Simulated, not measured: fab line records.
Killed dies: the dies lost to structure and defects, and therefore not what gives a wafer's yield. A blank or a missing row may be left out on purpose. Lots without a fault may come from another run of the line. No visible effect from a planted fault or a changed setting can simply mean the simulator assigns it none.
fab line records | flow nand_harc
record lots=14 | wafers=42 | last_day=33
route steps=1302 shown A_M1@1182
lots with no fault: from the same line, run without faults
start_h: hours from the record's opening day to when the first of the lot's shown wafers began | wait_h: hours since the lot's step before | " repeats the value in the row above | L1.1+2: a single row standing in for several wafers | - value missing, or start not given | * or withheld: withheld | < > ~ a bound
route shown NAME@n: names a module that has steps shown in the file, with the first one's number in the route | usual: average and standard deviation across the fault-free wafers | same: alike in all rows | chamber/n: place in a boat | sites: the reading at each site | _std_site: standard deviation of those values | _edge_site: outer sites' mean less inner sites' | radius_mm: how far each site lies from the wafer's centre | mask NAME#n: copy n | behind: the tool/chamber that last shaped the wafer | hold: why the lot was held/for how many hours/how that ended | device: which transistor (n, p or np) failed to switch | end of line: tests of these same wafers at the route's end | for a step that has no rows: nothing shown but its recipe | killed: at the first sort, the dies lost to defects and structure; wafer yield is something else | map: the dies of a wafer, with x for killed, . for not killed, _ for no die there
set.NAME: the setting as run; set.NAME@STEP: as run at that earlier step | model.NAME: the simulator's own value behind a step, which no gauge read
a sample of lots followed through the steps of the route, with each step as a table and each wafer as a row
services: when a tool's chamber went out of use (start_h, in hours from the record's first day, below 0 if earlier), for how many hours, and the reason
## steps
# step NHARC_A_M1_DESCUM_14
# recipe time_s=3 | o2_flow_sccm=200 | ar_flow_sccm=0 | bias_power_w=0 | chemistry=O2
# usual drypump_motor_current_A=5.90/0.27 | oes_product_au=1.001/0.012 | rf_vpp_V=57.9/0.8 | showerhead_plenum_p_Torr=1.92/0.083 | throttle_valve_pct=11.310/0.0087
# same time_s=3
lot.wafer | tool        | chamber | start_h | wait_h | drypump_motor_current_A | oes_product_au | rf_hours_counter_h | rf_vpp_V | showerhead_plenum_p_Torr | throttle_valve_pct
L712.4    | rie_diel-12 | 0       | 545.56  | 0.1    | 5.97                    | 0.994          | 1.7                | 57.7     | 1.86                     | 11.295
L712.3    | "           | 2       | "       | "      | 5.90                    | 1.013          | 1.6                | 58.0     | 2.00                     | 11.305
L712.6    | "           | 0       | "       | "      | 5.97                    | 0.991          | -                  | 58.4     | 1.86                     | 11.303
L714.4    | rie_diel-05 | 2       | 548.71  | 0.1    | 5.37                    | 1.015          | 8.6                | 57.2     | 1.89                     | 11.324
L714.1    | "           | 3       | "       | "      | 6.36                    | 0.996          | 9.4                | 57.6     | 1.94                     | 11.324
L714.5    | "           | 2       | "       | "      | 5.38                    | 1.005          | -                  | 57.8     | 1.89                     | 11.301
L713.1    | rie_diel-05 | 1       | 553.64  | 0.1    | 5.95                    | 1.013          | 9.0                | 58.3     | 2.00                     | 11.304
L713.5    | "           | 3       | "       | "      | 6.35                    | 1.001          | -                  | 58.0     | 1.94                     | 11.305
L713.6    | "           | 0       | "       | "      | 5.95                    | 0.983          | -                  | 57.6     | 1.96                     | 11.309
L716.4    | rie_diel-10 | 2       | 576.75  | 0.1    | 6.00                    | 1.007          | 9.7                | 57.8     | 1.78                     | 11.312
L716.1    | "           | 0       | "       | "      | 5.98                    | 1.010          | 8.9                | 58.2     | 1.87                     | 11.300
L716.6    | "           | 2       | "       | "      | 5.99                    | 1.002          | -                  | 57.8     | 1.78                     | 11.307
L717.1    | rie_diel-12 | 3       | 602.88  | 0.1    | 5.60                    | 1.003          | 3.2                | 57.9     | 1.94                     | 11.311
L717.2    | "           | 0       | "       | "      | 5.96                    | 1.001          | 3.2                | 57.3     | 1.86                     | 11.306
L717.5    | "           | 0       | "       | "      | 5.97                    | 1.002          | -                  | 57.0     | 1.86                     | 11.296
L719.1    | rie_diel-12 | 0       | 604.92  | 0.1    | 5.92                    | 0.992          | 3.4                | 57.0     | 1.86                     | 11.296
L719.3    | "           | 1       | "       | "      | 5.81                    | 1.002          | 3.6                | 58.0     | 2.03                     | 11.307
L719.6    | "           | 1       | "       | "      | 5.79                    | 0.991          | -                  | 59.4     | 2.03                     | 11.307
L718.4    | rie_diel-12 | 2       | 618.16  | 0.1    | 5.86                    | 1.013          | 3.8                | 59.0     | 2.00                     | 11.323
L718.1    | "           | 0       | "       | "      | 5.92                    | 1.005          | 3.6                | 57.5     | 1.86                     | 11.327
L718.6    | "           | 2       | "       | "      | 5.90                    | 1.010          | -                  | 58.6     | 2.00                     | 11.318
L720.4    | rie_diel-12 | 1       | 619.74  | 0.1    | 5.79                    | 0.987          | 3.8                | 58.2     | 2.03                     | 11.327
L720.3    | "           | 2       | "       | "      | 5.83                    | 1.006          | 3.8                | 57.8     | 2.00                     | 11.309
L720.2    | "           | 3       | "       | "      | 5.59                    | 0.994          | 3.6                | 58.3     | 1.94                     | 11.318
L722.4    | rie_diel-10 | 0       | 621.94  | 0.1    | 5.93                    | 1.013          | 1.6                | 57.5     | 1.87                     | 11.319
L722.3    | "           | 2       | "       | "      | 5.95                    | 0.989          | 1.2                | 56.0     | 1.78                     | 11.300
L722.5    | "           | 1       | "       | "      | 6.46                    | 0.980          | -                  | 56.3     | 1.77                     | 11.317
L726.2    | rie_diel-12 | 0       | 665.94  | 0.1    | 5.96                    | 0.991          | 0.6                | 57.1     | 1.86                     | 11.311
L726.6    | "           | 2       | "       | "      | 5.89                    | 1.003          | -                  | 58.6     | 2.00                     | 11.321
L726.5    | "           | 3       | "       | "      | 5.59                    | 1.001          | -                  | 56.6     | 1.94                     | 11.291
L729.2    | rie_diel-12 | 2       | 711.01  | 0.1    | 5.91                    | 0.999          | 1.3                | 58.2     | 2.00                     | 11.320
L729.4    | "           | 0       | "       | "      | 5.97                    | 0.981          | 1.3                | 58.0     | 1.86                     | 11.314
L729.3    | "           | 1       | "       | "      | 5.84                    | 0.990          | 1.4                | 59.2     | 2.03                     | 11.311
L730.4    | rie_diel-12 | 1       | 712.37  | 0.1    | 5.78                    | 1.008          | 1.4                | 58.4     | 2.03                     | 11.303
L730.2    | "           | 3       | "       | "      | 5.58                    | 1.005          | 1.3                | 58.5     | 1.94                     | 11.315
L730.6    | "           | 2       | "       | "      | 5.84                    | 1.023          | -                  | 57.5     | 2.00                     | 11.297
L734.3    | rie_diel-10 | 0       | 738.17  | 0.1    | 5.88                    | 1.016          | 9.9                | 57.6     | 1.87                     | 11.303
L734.1    | "           | 2       | "       | "      | 5.95                    | 0.999          | 9.3                | 55.7     | 1.78                     | 11.286
L734.2    | "           | 3       | "       | "      | 6.03                    | 1.001          | 9.4                | 56.9     | 1.78                     | 11.302
L733.1    | rie_diel-05 | 3       | 740.48  | 0.1    | 6.36                    | 1.013          | 7.4                | 57.8     | 1.94                     | 11.314
L733.3    | "           | 0       | "       | "      | 5.94                    | 1.017          | 7.2                | 57.4     | 1.96                     | 11.322
L733.6    | "           | 3       | "       | "      | 6.36                    | 1.014          | -                  | 57.0     | 1.94                     | 11.311
# step NHARC_A_M1_ETCH_15
# recipe target_depth_a=1825 | time_s=91.2 | c4f8_flow_sccm=withheld | ar_flow_sccm=400 | rf_w=600 | bias_w=300 | chemistry=C4F8/Ar
# usual bias_w=300.0/0.82 | oes_product_au=0.956/0.023 | rf_vpp_V=441.1/2.8
# same time_s=91.2
lot.wafer | tool        | chamber | start_h | wait_h | bias_w | oes_product_au | rf_hours_counter_h | rf_vpp_V
L712.4    | rie_diel-12 | 3       | -       | -      | 298.7  | 0.983          | 1.7                | 441.1
L712.3    | "           | 0       | "       | "      | 300.7  | 0.946          | 1.8                | 439.1
L712.6    | "           | 1       | "       | "      | 299.2  | 0.944          | -                  | 443.9
L714.4    | rie_diel-05 | 2       | -       | -      | 299.3  | 0.976          | 8.6                | 440.5
L714.1    | "           | 0       | "       | "      | 301.1  | 0.956          | 9.7                | 442.2
L714.5    | "           | 1       | "       | "      | 300.0  | 0.963          | -                  | 444.9
L713.1    | rie_diel-05 | 2       | -       | -      | 299.0  | 0.981          | 9.2                | 439.8
L713.6    | "           | 0       | "       | "      | 301.0  | 0.934          | -                  | 441.6
L713.5    | "           | 1       | "       | "      | 300.5  | 0.979          | -                  | 444.7
L716.4    | rie_diel-10 | 0       | -       | -      | 299.4  | 0.944          | 9.0                | 440.3
L716.1    | "           | 1       | "       | "      | 300.8  | 0.912          | 10.0               | 436.4
L716.6    | "           | 2       | "       | "      | 299.7  | 0.929          | -                  | 437.4
L717.1    | rie_diel-12 | 0       | -       | -      | 300.1  | 0.913          | 3.3                | 439.2
L717.2    | "           | 1       | "       | "      | 298.9  | 0.920          | 3.5                | 445.8
L717.5    | "           | 1       | "       | "      | 299.8  | 0.929          | -                  | 446.1
L719.1    | rie_diel-12 | 1       | -       | -      | 300.0  | 0.920          | 3.6                | 445.1
L719.3    | "           | 3       | "       | "      | 301.1  | 0.926          | 3.4                | 441.2
L719.6    | "           | 1       | "       | "      | 299.3  | 0.923          | -                  | 444.2
L718.4    | rie_diel-12 | 3       | -       | -      | 301.0  | 0.980          | 3.6                | 441.4
L718.1    | "           | 2       | "       | "      | 300.7  | 0.972          | 3.8                | 443.6
L718.6    | "           | 3       | "       | "      | 299.4  | 0.970          | -                  | 441.0
L720.3    | rie_diel-12 | 0       | -       | -      | 299.4  | 0.954          | 3.7                | 439.5
L720.2    | "           | 1       | "       | "      | 301.3  | 0.967          | 3.8                | 444.0
L720.4    | "           | 2       | "       | "      | 299.1  | 0.992          | 3.8                | 442.0
L722.4    | rie_diel-10 | 1       | -       | -      | 298.7  | 0.944          | 1.7                | 436.8
L722.3    | "           | 2       | "       | "      | 300.0  | 0.978          | 1.3                | 437.1
L722.5    | "           | 3       | "       | "      | 298.6  | 0.980          | -                  | 437.0
L726.2    | rie_diel-12 | 0       | -       | -      | 300.7  | 0.953          | 0.6                | 439.2
L726.6    | "           | 3       | "       | "      | 300.5  | 0.959          | -                  | 440.5
L726.5    | "           | 0       | "       | "      | 299.9  | 0.963          | -                  | 439.9
L729.2    | rie_diel-12 | 3       | -       | -      | 300.2  | 0.949          | 1.3                | 442.0
L729.3    | "           | 0       | "       | "      | 299.1  | 0.938          | 1.3                | 439.9
L729.4    | "           | 1       | "       | "      | 299.2  | 0.957          | 1.4                | 443.5
L730.2    | rie_diel-12 | 0       | -       | -      | 299.8  | 0.909          | 1.4                | 439.2
L730.4    | "           | 2       | "       | "      | 299.4  | 0.927          | 1.4                | 442.6
L730.6    | "           | 1       | "       | "      | 301.9  | 0.928          | -                  | 444.7
L734.1    | rie_diel-10 | 0       | -       | -      | 298.6  | 0.971          | 10.0               | 440.1
L734.3    | "           | 2       | "       | "      | 301.8  | 0.972          | 9.4                | 436.5
L734.2    | "           | 3       | "       | "      | 300.2  | 0.979          | 9.4                | 436.6
L733.3    | rie_diel-05 | 1       | -       | -      | 300.3  | 0.929          | 6.9                | 443.5
L733.1    | "           | 2       | "       | "      | 301.7  | 0.935          | 7.0                | 440.0
L733.6    | "           | 1       | "       | "      | 299.0  | 0.934          | -                  | 444.3
# step NHARC_A_M1_ETCH_28
# recipe target_depth_a=300 | over_etch_frac=0.3 | time_s=72.99 | ion_energy_ev=150 | cf4_flow_sccm=50 | n2_flow_sccm=100 | ar_flow_sccm=150 | rf_w=300 | bias_w=100 | chemistry=CF4/N2
# usual bias_w=100.0/0.31 | drypump_motor_current_A=6.0/0.3 | n2_flow_sccm=100.00/0.29 | oes_product_au=1.005/0.013 | rf_vpp_V=314.1/2 | showerhead_plenum_p_Torr=2.62/0.11 | throttle_valve_pct=19.794/0.0095
# same time_s=72.99
lot.wafer | tool        | chamber | start_h | wait_h | bias_w | drypump_motor_current_A | n2_flow_sccm | oes_product_au | rf_hours_counter_h | rf_vpp_V | showerhead_plenum_p_Torr | throttle_valve_pct
L712.3    | rie_diel-05 | 3       | 546.25  | -      | 100.1  | 6.4                     | 100.25       | 1.002          | 9                  | 315.6    | 2.67                     | 19.792
L712.4    | "           | 2       | "       | "      | 99.8   | 5.4                     | 100.03       | 1.006          | -                  | 314.2    | 2.60                     | 19.812
L712.6    | "           | 3       | "       | "      | 100.0  | 6.4                     | 99.95        | 1.003          | -                  | 316.4    | 2.67                     | 19.773
L714.4    | rie_diel-12 | 1       | 549.32  | -      | 100.0  | 5.8                     | 100.18       | 0.987          | 2                  | 316.9    | 2.78                     | 19.777
L714.1    | "           | 3       | "       | "      | 100.0  | 5.6                     | 99.63        | 1.002          | 2                  | 313.6    | 2.66                     | 19.791
L714.5    | "           | 1       | "       | "      | 100.1  | 5.8                     | 99.82        | 0.987          | -                  | 316.7    | 2.78                     | 19.799
L713.1    | rie_diel-10 | 2       | 554.26  | -      | 99.8   | 6.0                     | 100.08       | 1.004          | 9                  | 312.0    | 2.45                     | 19.799
L713.5    | "           | 3       | "       | "      | 100.2  | 6.1                     | 100.23       | 0.993          | -                  | 311.5    | 2.45                     | 19.797
L713.6    | "           | 0       | "       | "      | 100.5  | 5.9                     | 100.14       | 1.009          | -                  | 313.0    | 2.58                     | 19.792
L716.4    | rie_diel-12 | 0       | 577.38  | -      | 100.2  | 5.9                     | 100.16       | 0.977          | 3                  | 313.2    | 2.56                     | 19.793
L716.1    | "           | 1       | "       | "      | 100.6  | 5.8                     | 100.58       | 0.996          | 3                  | 316.2    | 2.78                     | 19.800
L716.6    | "           | 0       | "       | "      | 99.5   | 5.9                     | 99.99        | 0.983          | -                  | 313.6    | 2.56                     | 19.785
L717.1    | rie_diel-12 | 1       | 603.50  | -      | 100.2  | 5.8                     | 99.98        | 1.001          | 4                  | 316.8    | 2.78                     | 19.795
L717.2    | "           | 0       | "       | "      | 100.2  | 5.9                     | 99.89        | 0.997          | 3                  | 313.3    | 2.56                     | 19.794
L717.5    | "           | 2       | "       | "      | 99.8   | 5.9                     | 100.19       | 1.006          | -                  | 315.3    | 2.74                     | 19.818
L719.3    | rie_diel-05 | 3       | 605.59  | -      | 100.7  | 6.4                     | 99.88        | 1.021          | 1                  | 316.1    | 2.67                     | 19.780
L719.1    | "           | 0       | "       | "      | 100.1  | 6.0                     | 100.66       | 1.016          | 1                  | 315.5    | 2.68                     | 19.789
L719.6    | "           | 3       | "       | "      | 100.4  | 6.4                     | 100.30       | 1.024          | -                  | 315.5    | 2.67                     | 19.795
L718.4    | rie_diel-05 | 2       | 618.77  | -      | 100.1  | 5.4                     | 99.72        | 1.022          | 1                  | 314.2    | 2.60                     | 19.787
L718.1    | "           | 0       | "       | "      | 100.1  | 6.0                     | 99.32        | 1.019          | 1                  | 315.2    | 2.68                     | 19.800
L718.6    | "           | 2       | "       | "      | 100.2  | 5.4                     | 100.05       | 1.015          | -                  | 313.8    | 2.60                     | 19.786
L720.3    | rie_diel-05 | 3       | 620.36  | -      | 100.0  | 6.4                     | 99.72        | 1.020          | 2                  | 313.6    | 2.66                     | 19.795
L720.4    | "           | 0       | "       | "      | 100.5  | 5.9                     | 99.95        | 1.022          | 2                  | 314.3    | 2.68                     | 19.785
L720.2    | "           | 1       | "       | "      | 100.2  | 5.9                     | 100.30       | 1.011          | 1                  | 316.1    | 2.74                     | 19.795
L722.3    | rie_diel-05 | 3       | 622.56  | -      | 99.4   | 6.4                     | 100.18       | 1.027          | 2                  | 315.0    | 2.67                     | 19.794
L722.4    | "           | 0       | "       | "      | 100.0  | 6.0                     | 100.68       | 1.019          | 2                  | 315.9    | 2.68                     | 19.792
L722.5    | "           | 2       | "       | "      | 100.0  | 5.4                     | 99.84        | 1.010          | -                  | 314.0    | 2.60                     | 19.786
L726.2    | rie_diel-10 | 1       | 666.55  | -      | 100.0  | 6.5                     | 100.10       | 0.978          | 5                  | 310.8    | 2.44                     | 19.791
L726.5    | "           | 3       | "       | "      | 99.7   | 6.0                     | 99.94        | 0.988          | -                  | 312.0    | 2.45                     | 19.794
L726.6    | "           | 0       | "       | "      | 100.2  | 5.9                     | 100.03       | 1.012          | -                  | 314.4    | 2.57                     | 19.796
L729.2    | rie_diel-05 | 0       | 711.63  | -      | 100.1  | 6.0                     | 99.83        | 0.808          | 6                  | 313.7    | 2.68                     | 19.795
L729.4    | "           | 1       | "       | "      | 99.8   | 5.9                     | 99.86        | 0.803          | 5                  | 314.0    | 2.74                     | 19.806
L729.3    | "           | 2       | "       | "      | 100.0  | 5.4                     | 99.92        | 0.819          | 5                  | 314.7    | 2.59                     | 19.791
L730.2    | rie_diel-05 | 1       | 713.00  | -      | 99.6   | 5.9                     | 99.52        | 0.803          | 6                  | 313.5    | 2.74                     | 19.780
L730.4    | "           | 2       | "       | "      | 99.9   | 5.4                     | 99.79        | 0.830          | 6                  | 313.8    | 2.59                     | 19.786
L730.6    | "           | 1       | "       | "      | 99.5   | 5.9                     | 99.72        | 0.803          | -                  | 314.6    | 2.74                     | 19.798
L734.1    | rie_diel-10 | 3       | 738.79  | -      | 100.0  | 6.1                     | 99.96        | 1.001          | 9                  | 310.2    | 2.45                     | 19.820
L734.3    | "           | 0       | "       | "      | 99.4   | 5.9                     | 100.28       | 1.015          | 10                 | 313.9    | 2.57                     | 19.790
L734.2    | "           | 2       | "       | "      | 100.6  | 6.0                     | 99.57        | 1.002          | 9                  | 311.8    | 2.45                     | 19.800
L733.1    | rie_diel-10 | 1       | 741.16  | -      | 99.8   | 6.5                     | 99.87        | 0.996          | 10                 | 311.4    | 2.44                     | 19.807
L733.3    | "           | 3       | "       | "      | 99.9   | 6.0                     | 99.47        | 0.987          | 10                 | 311.5    | 2.45                     | 19.797
L733.6    | "           | 1       | "       | "      | 99.7   | 6.5                     | 99.78        | 0.986          | -                  | 311.7    | 2.44                     | 19.776
# step NHARC_A_M1_ANNEAL_31
# recipe temp_c=225 | time_s=90
# usual wafer_temp_C_max=225.83/0.24
# same time_s=90
lot.wafer | tool          | chamber | start_h | wait_h | wafer_temp_C_max
L712.3    | rtp_anneal-01 | 0       | 547.49  | -      | 225.97
L712.4    | "             | 0       | "       | "      | 225.92
L712.6    | "             | 0       | "       | "      | 225.78
L714.1    | rtp_anneal-01 | 0       | 550.50  | 0.4    | 226.20
L714.4    | "             | 0       | "       | "      | 225.97
L714.5    | "             | 0       | "       | "      | 226.04
L713.1    | rtp_anneal-01 | 0       | 555.38  | 0.3    | 225.88
L713.5    | "             | 0       | "       | "      | 226.21
L713.6    | "             | 0       | "       | "      | 225.94
L716.1    | rtp_anneal-01 | 0       | 578.51  | 0.3    | 225.87
L716.4    | "             | 0       | "       | "      | 226.18
L716.6    | "             | 0       | "       | "      | 226.22
L717.1    | rtp_anneal-01 | 0       | 604.64  | 0.3    | 225.72
L717.2    | "             | 0       | "       | "      | 225.84
L717.5    | "             | 0       | "       | "      | 226.05
L719.1    | rtp_anneal-01 | 0       | 606.75  | 0.3    | 226.05
L719.3    | "             | 0       | "       | "      | 226.04
L719.6    | "             | 0       | "       | "      | 225.58
L718.1    | rtp_anneal-01 | 0       | 619.91  | 0.3    | 225.61
L718.4    | "             | 0       | "       | "      | 225.87
L718.6    | "             | 0       | "       | "      | 225.76
L720.2    | rtp_anneal-02 | 0       | 621.57  | -      | 225.47
L720.3    | "             | 0       | "       | "      | 225.82
L720.4    | "             | 0       | "       | "      | 225.51
L722.3    | rtp_anneal-02 | 0       | 623.79  | -      | 225.51
L722.4    | "             | 0       | "       | "      | 225.71
L722.5    | "             | 0       | "       | "      | 225.58
L726.2    | rtp_anneal-02 | 0       | 667.76  | 0.4    | 225.55
L726.5    | "             | 0       | "       | "      | 225.57
L726.6    | "             | 0       | "       | "      | 225.78
L729.2    | rtp_anneal-01 | 0       | 712.82  | 0.3    | 225.78
L729.3    | "             | 0       | "       | "      | 226.16
L729.4    | "             | 0       | "       | "      | 225.90
L730.2    | rtp_anneal-02 | 0       | 714.19  | -      | 225.54
L730.4    | "             | 0       | "       | "      | 225.50
L730.6    | "             | 0       | "       | "      | 225.65
L734.1    | rtp_anneal-01 | 0       | 740.06  | 0.3    | 226.20
L734.2    | "             | 0       | "       | "      | 225.90
L734.3    | "             | 0       | "       | "      | 226.32
L733.1    | rtp_anneal-01 | 0       | 742.30  | -      | 225.88
L733.3    | "             | 0       | "       | "      | 226.11
L733.6    | "             | 0       | "       | "      | 226.24
## services
tool        | chamber | start_h | hours | kind
rie_diel-12 | 0       | 527.99  | -     | clean
rie_diel-12 | 1       | 527.99  | -     | clean
rie_diel-12 | 2       | 527.99  | -     | clean
rie_diel-12 | 3       | 527.99  | -     | clean
rie_diel-05 | 0       | 531.67  | 2.4   | repair
rie_diel-05 | 3       | 540.56  | 3.4   | repair
rie_diel-05 | 1       | 543.27  | 3.3   | repair
rie_diel-12 | 0       | 552.49  | -     | clean
rie_diel-12 | 1       | 552.49  | -     | clean
rie_diel-12 | 2       | 552.49  | -     | clean
rie_diel-12 | 3       | 552.49  | -     | clean
rie_diel-05 | 3       | 557.10  | 8.5   | repair
rie_diel-12 | -       | 566.12  | 0.2   | repair
rie_diel-12 | 0       | 576.99  | -     | clean
rie_diel-12 | 1       | 576.99  | -     | clean
rie_diel-12 | 2       | 576.99  | -     | clean
rie_diel-05 | -       | 583.93  | 9.0   | pm
rie_diel-10 | -       | 596.50  | 9.0   | pm
rie_diel-05 | 2       | 604.15  | 4.5   | repair
rie_diel-05 | -       | 607.53  | 0.7   | repair
rie_diel-12 | -       | 622.49  | 9.0   | pm
rie_diel-05 | -       | 655.47  | 0.4   | repair
rie_diel-12 | -       | 716.85  | 0.3   | repair
rie_diel-10 | 2       | 740.61  | 12.1  | repair
## key
first_sign step=NHARC_A_M1_ETCH_28 | reading=oes_product_au | direction=down | sigmas=15 | usual=1.005 | struck=0.811
effect none on later readings
met_at NHARC_A_M1_ETCH_28
struck_lots L729,L730
sort_left_out L729.2,L729.3,L729.4,L730.2,L730.4,L730.6
not_acting_at NHARC_A_M1_DESCUM_14,NHARC_A_M1_ETCH_15,NHARC_A_M1_ANNEAL_31
onset_between 622.56 711.63
fault kind=process_parameter_drift | tool=rie_diel-05 | chamber=- | onset_h=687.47 | steps=NHARC_A_M1_ETCH_28 | channel=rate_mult | offset=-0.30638 | shape=step | end_h=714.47
# sort_left_out: the simulated sort isn't trusted on such a fault, so these wafers' sort isn't shown, and their yield isn't known
